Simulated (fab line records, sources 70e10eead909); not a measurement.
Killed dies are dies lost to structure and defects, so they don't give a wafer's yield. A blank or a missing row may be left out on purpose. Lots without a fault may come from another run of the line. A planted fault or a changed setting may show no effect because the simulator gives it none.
Which tool did it? | flow nand_harc | 12 lots, 36 wafers sampled, at 6 steps of a route of 1302

WHAT THE GAUGES READ, wafer by wafer
NHARC_A_CHANNEL_HOLE_D2_CD_MEAS_18.
lot  | measured     | on        | cd_nm (nm)
L699 | day 13 01:41 | cd_sem-01 | 101.8 100.6 103.6
L701 | day 13 20:37 | cd_sem-03 | 97.5 100.6 95.5
L702 | day 14 11:16 | cd_sem-02 | 99.7 95.6 93.5
L703 | day 14 19:37 | cd_sem-02 | 98.6 102.1 99.6
L706 | day 15 12:57 | cd_sem-02 | 100.7 98.8 97.3
L709 | day 17 09:25 | cd_sem-03 | 102.2 99.3 99.4
L711 | day 17 23:48 | cd_sem-02 | 99.5 99.7 100.0
L717 | day 20 05:47 | cd_sem-02 | 95.4 101.4 97.6
L718 | day 21 01:13 | cd_sem-03 | 99.6 100.7 99.8
L719 | day 21 16:25 | cd_sem-01 | 100.9 91.2 96.1
L720 | day 22 01:32 | cd_sem-01 | 97.0 97.6 101.8
L722 | day 23 01:29 | cd_sem-01 | 96.7 100.4 98.2

NHARC_A_CHANNEL_HOLE_D2_INSPECT_40.
lot  | measured     | on                | raw_defect_count
L699 | day 13 07:30 | defect_inspect-02 | 296 257 209
L701 | day 14 02:27 | defect_inspect-02 | 245 278 336
L702 | day 14 17:03 | defect_inspect-02 | 248 158 161
L703 | day 15 03:36 | defect_inspect-01 | 333 307 312
L706 | day 15 18:43 | defect_inspect-01 | 200 169 181
L709 | day 17 16:37 | defect_inspect-02 | 188 201 268
L711 | day 18 05:34 | defect_inspect-02 | 392 352 257
L717 | day 20 14:11 | defect_inspect-01 | 939 978 981
L718 | day 21 06:59 | defect_inspect-01 | 1042 1004 1067
L719 | day 21 22:11 | defect_inspect-01 | 989 968 967
L720 | day 22 08:19 | defect_inspect-01 | 164 147 223
L722 | day 23 07:17 | defect_inspect-02 | 139 182 147

NHARC_END_SORT_01.
lot  | measured     | on        | killed_at_array | killed_at_other | killed_at_periphery | killed_dies | killed_open | killed_short
L717 | day 31 06:31 | prober-02 | 48 96 124       | 2 2 0           | 4 2 4               | 54 100 128  | 2 1 4       | 3 4 2
L718 | day 32 08:04 | prober-01 | 123 145 93      | 1 0 2           | 4 5 6               | 128 150 101 | 3 3 4       | 4 1 2
L719 | day 32 17:13 | prober-01 | 126 89 132      | 3 1 1           | 10 8 2              | 139 98 135  | 4 4 8       | 2 1 2

WHICH TOOL RAN EACH LOT (tool, then ch and the chambers of the sampled wafers, then the start)
lot  | NHARC_A_CHANNEL_HOLE_D2_ETCH_39               | NHARC_A_CHANNEL_HOLE_D2_ETCH_24  | NHARC_A_CHANNEL_HOLE_D2_ETCH_26
L699 | rie_diel-09 ch 0,3, day 13 01:41 or earlier   | har_etch-01 ch 0,1, day 13 03:54 | har_etch-01 ch 0,1, day 13 05:34
L701 | rie_diel-09 ch 0,1,3, day 13 20:37 or earlier | har_etch-02 ch 0,1, day 13 23:04 | har_etch-02 ch 0,1, day 14 00:32
L702 | rie_diel-12 ch 0,1, day 14 11:16 or earlier   | har_etch-01 ch 0,1, day 14 13:36 | har_etch-01 ch 0,1, day 14 15:08
L703 | rie_diel-09 ch 2,3, day 14 19:37 or earlier   | har_etch-01 ch 0,1, day 15 00:01 | har_etch-01 ch 0,1, day 15 01:40
L706 | rie_diel-09 ch 1,2,3, day 15 12:57 or earlier | har_etch-02 ch 0,1, day 15 15:09 | har_etch-02 ch 0,1, day 15 16:48
L709 | rie_diel-09 ch 1,3, day 17 09:25 or earlier   | har_etch-02 ch 0, day 17 13:08   | har_etch-02 ch 0, day 17 14:41
L711 | rie_diel-01 ch 0,2,3, day 17 23:48 or earlier | har_etch-02 ch 0,1, day 18 02:16 | har_etch-02 ch 0,1, day 18 03:43
L717 | rie_diel-12 ch 1,2, day 20 05:47 or earlier   | har_etch-01 ch 0,1, day 20 10:35 | har_etch-01 ch 0,1, day 20 12:14
L718 | rie_diel-12 ch 0,3, day 21 01:13 or earlier   | har_etch-01 ch 0,1, day 21 03:40 | har_etch-01 ch 0,1, day 21 05:07
L719 | rie_diel-12 ch 1,3, day 21 16:25 or earlier   | har_etch-01 ch 0,1, day 21 18:37 | har_etch-01 ch 0,1, day 21 20:16
L720 | rie_diel-01 ch 2,3, day 22 01:32 or earlier   | har_etch-02 ch 0,1, day 22 04:52 | har_etch-02 ch 0,1, day 22 06:25
L722 | rie_diel-12 ch 2,3, day 23 01:29 or earlier   | har_etch-02 ch 0,1, day 23 03:58 | har_etch-02 ch 0,1, day 23 05:26
- NHARC_A_CHANNEL_HOLE_D2_ETCH_39: etches the open film in N2/H2, target depth 260 nm, time 325 s.
- NHARC_A_CHANNEL_HOLE_D2_ETCH_24: etches the open film in C4F8/O2/Ar, time 906.2 s, target depth 1500 nm.
- NHARC_A_CHANNEL_HOLE_D2_ETCH_26: etches the open film in C4F8/O2/Ar, time 224.1 s, target depth 300 nm.

WHAT THE TOOLS THEMSELVES READ (means of the sampled wafers that have a number; where no wafer has one, the mark that the record gives instead)
NHARC_A_CHANNEL_HOLE_D2_ETCH_39.
lot  | tool        | drypump_motor_current_A (A) | oes_product_au (a.u.) | rf_vpp_V (V) | showerhead_plenum_p_Torr (Torr) | throttle_valve_pct (%)
L699 | rie_diel-09 | 6.4                         | 0.992                 | 427.7        | 1.94                            | 14.168
L701 | rie_diel-09 | 5.9                         | 1.002                 | 430.3        | 2.01                            | 14.175
L702 | rie_diel-12 | 5.2                         | 1.014                 | 432.1        | 2.08                            | 14.161
L703 | rie_diel-09 | 5.9                         | 1.000                 | 432.1        | 2.10                            | 14.164
L706 | rie_diel-09 | 5.6                         | 1.009                 | 430.9        | 2.09                            | 14.179
L709 | rie_diel-09 | 5.7                         | 1.001                 | 430.0        | 2.02                            | 14.164
L711 | rie_diel-01 | 6.3                         | 0.993                 | 431.3        | 2.03                            | 14.173
L717 | rie_diel-12 | 5.8                         | 1.006                 | 430.5        | 2.03                            | 14.164
L718 | rie_diel-12 | 6.0                         | 1.002                 | 429.6        | 2.00                            | 14.171
L719 | rie_diel-12 | 5.8                         | 0.996                 | 429.2        | 1.99                            | 14.166
L720 | rie_diel-01 | 6.2                         | 1.007                 | 429.9        | 2.02                            | 14.165
L722 | rie_diel-12 | 6.2                         | 1.003                 | 428.2        | 1.99                            | 14.168

NHARC_A_CHANNEL_HOLE_D2_ETCH_24.
lot  | tool        | drypump_motor_current_A (A) | showerhead_plenum_p_Torr (Torr) | throttle_valve_pct (%)
L699 | har_etch-01 | 5.2                         | 3.65                            | 32.238
L701 | har_etch-02 | 5.5                         | 3.66                            | 32.242
L702 | har_etch-01 | 5.6                         | 3.61                            | 32.237
L703 | har_etch-01 | 5.6                         | 3.61                            | 32.243
L706 | har_etch-02 | 5.5                         | 3.64                            | 32.239
L709 | har_etch-02 | 5.5                         | 3.93                            | 32.236
L711 | har_etch-02 | 5.6                         | 3.84                            | 32.243
L717 | har_etch-01 | 5.7                         | 3.57                            | 32.245
L718 | har_etch-01 | 5.6                         | 3.56                            | 32.242
L719 | har_etch-01 | 5.2                         | 3.59                            | 32.237
L720 | har_etch-02 | 5.5                         | 3.74                            | 32.225
L722 | har_etch-02 | 5.5                         | 3.73                            | 32.243

NHARC_A_CHANNEL_HOLE_D2_ETCH_26.
lot  | tool        | drypump_motor_current_A (A) | showerhead_plenum_p_Torr (Torr) | throttle_valve_pct (%)
L699 | har_etch-01 | 5.2                         | 3.70                            | 24.584
L701 | har_etch-02 | 5.5                         | 3.71                            | 24.575
L702 | har_etch-01 | 5.6                         | 3.66                            | 24.588
L703 | har_etch-01 | 5.6                         | 3.65                            | 24.581
L706 | har_etch-02 | 5.5                         | 3.69                            | 24.582
L709 | har_etch-02 | 5.6                         | 3.99                            | 24.580
L711 | har_etch-02 | 5.5                         | 3.91                            | 24.587
L717 | har_etch-01 | 5.7                         | 3.61                            | 24.581
L718 | har_etch-01 | 5.6                         | 3.60                            | 24.585
L719 | har_etch-01 | 5.2                         | 3.63                            | 24.590
L720 | har_etch-02 | 5.5                         | 3.79                            | 24.587
L722 | har_etch-02 | 5.5                         | 3.78                            | 24.584

THE ANSWER, worked out from the rows above alone
Rule: what is usual is taken from the lots themselves. Put in order of their means at a reading, lots are off if they are a third of the lots or fewer, leave a main group of 4 or more, and stand apart from it by a gap of 3 or more times the standard deviation of the main group's means; of several such gaps the widest counts. A main group whose means are all the same, to the digits that the tables above print for the reading, isn't used. A lot without any number at a reading at which 4 lots or more have one is off too. The other lots that the step has rows for count as sound. The gauges are gone through in route order, then the tools' own readings, and for those a lot's mean is taken as printed above. The first step at which some lot is off is used, and at that step the reading that is off furthest; a lot without a number counts as furthest.
Off: L717, L718, L719, at NHARC_A_CHANNEL_HOLE_D2_INSPECT_40 (raw_defect_count). The main group: mean 235, standard deviation 62.
A tool fits if, at a process step before that reading, it ran every lot that is off, and no sound lot after the first of them. The gauges at NHARC_A_CHANNEL_HOLE_D2_INSPECT_40 are tried like those tools. NHARC_A_CHANNEL_HOLE_D2_ETCH_39 gives no start for some lots, so the hours and the order of its lots are those of NHARC_A_CHANNEL_HOLE_D2_CD_MEAS_18. One fits: har_etch-01 at NHARC_A_CHANNEL_HOLE_D2_ETCH_24 and NHARC_A_CHANNEL_HOLE_D2_ETCH_26. At NHARC_A_CHANNEL_HOLE_D2_ETCH_24 its last sound lot is L703 (day 15 00:01), its first lot that is off L717 (day 20 10:35): a fault that began between those two fits.

WHAT THE SIMULATOR HAD PUT IN
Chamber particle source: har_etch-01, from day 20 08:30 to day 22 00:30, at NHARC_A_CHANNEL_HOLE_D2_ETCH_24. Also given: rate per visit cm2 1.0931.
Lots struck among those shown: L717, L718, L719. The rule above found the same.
